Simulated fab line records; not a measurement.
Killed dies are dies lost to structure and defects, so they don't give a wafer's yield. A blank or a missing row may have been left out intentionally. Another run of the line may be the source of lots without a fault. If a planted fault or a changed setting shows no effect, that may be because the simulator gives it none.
Matching of chambers ; flow n5_finfet ; 4 sister chambers for N5_BEOL_M11_STRIP_19 on rie_diel-02
The step strips in O2. 22 wafers are shown with their chamber, then 11 later ones without.

WAFERS, EACH WITH ITS CHAMBER
wafer;chamber;showerhead_plenum_p_Torr (Torr);drypump_motor_current_A (A);throttle_valve_pct (%)
L077.1;3;2.03;5.6;16.38
L077.2;1;2.02;5.6;16.71
L077.3;2;2.09;6.0;16.77
L077.4;1;2.02;5.6;16.66
L077.5;2;2.09;6.0;16.76
L077.6;3;2.03;5.6;16.36
L082.2;1;2.02;5.6;16.71
L082.4;3;2.03;5.6;16.38
L082.5;3;2.03;5.6;16.40
L085.1;2;2.09;6.0;16.82
L085.4;1;2.02;5.6;16.74
L085.5;3;2.03;5.6;16.41
L088.2;2;2.09;6.1;16.81
L088.3;3;2.03;5.6;16.42
L088.5;2;2.09;6.1;16.82
L089.1;2;2.09;6.0;16.84
L089.3;0;2.15;5.1;17.07
L089.4;1;2.02;5.6;16.75
L095.1;3;2.02;5.6;16.41
L095.3;0;2.15;5.1;17.07
L095.5;3;2.02;5.7;16.43
L094.1;0;2.15;5.1;17.07

SIGNATURES (means of the wafers above)
reading;chamber 0;chamber 1;chamber 2;chamber 3;scatter within a chamber
showerhead_plenum_p_Torr;2.1500;2.0200;2.0900;2.0275;0.00289
drypump_motor_current_A;5.100;5.600;6.033;5.612;0.035
throttle_valve_pct;17.0700;16.7140;16.8033;16.3987;0.0276
Rule: for each reading, subtract the chamber's mean from the wafer's reading, divide by that reading's scatter and square the result; add these up over the readings and take the root, which gives the wafer's distance from the chamber. The wafer belongs to the nearest chamber; if the next one is less than 2 further off, it can't be placed. How the scatter is found: for the shown wafers, subtract from each reading the mean of its chamber, square and add these, divide the total by (wafers less chambers), then take the root.

WAFERS MISSING THEIR CHAMBER
wafer;showerhead_plenum_p_Torr (Torr);drypump_motor_current_A (A);throttle_valve_pct (%)
L094.2;2.02;5.6;16.43
L094.3;2.01;5.6;16.77
L094.4;2.08;6.1;16.83
L094.5;2.01;5.6;16.76
L094.6;2.08;6.0;16.84
L097.1;2.01;5.6;16.78
L097.2;2.08;6.0;16.85
L097.3;2.02;5.7;16.45
L097.4;2.08;6.0;16.86
L097.5;2.02;5.6;16.48
L097.6;2.01;5.6;16.78

EACH ONE'S CHAMBER
wafer;from the rows above;in truth
L094.2;3;3
L094.3;1;1
L094.4;2;2
L094.5;1;1
L094.6;2;2
L097.1;1;1
L097.2;2;2
L097.3;3;3
L097.4;2;2
L097.5;3;3
L097.6;1;1
Correct placement for 11 of the 11. Left unplaced by these rows: 0. Wrongly placed: 0.
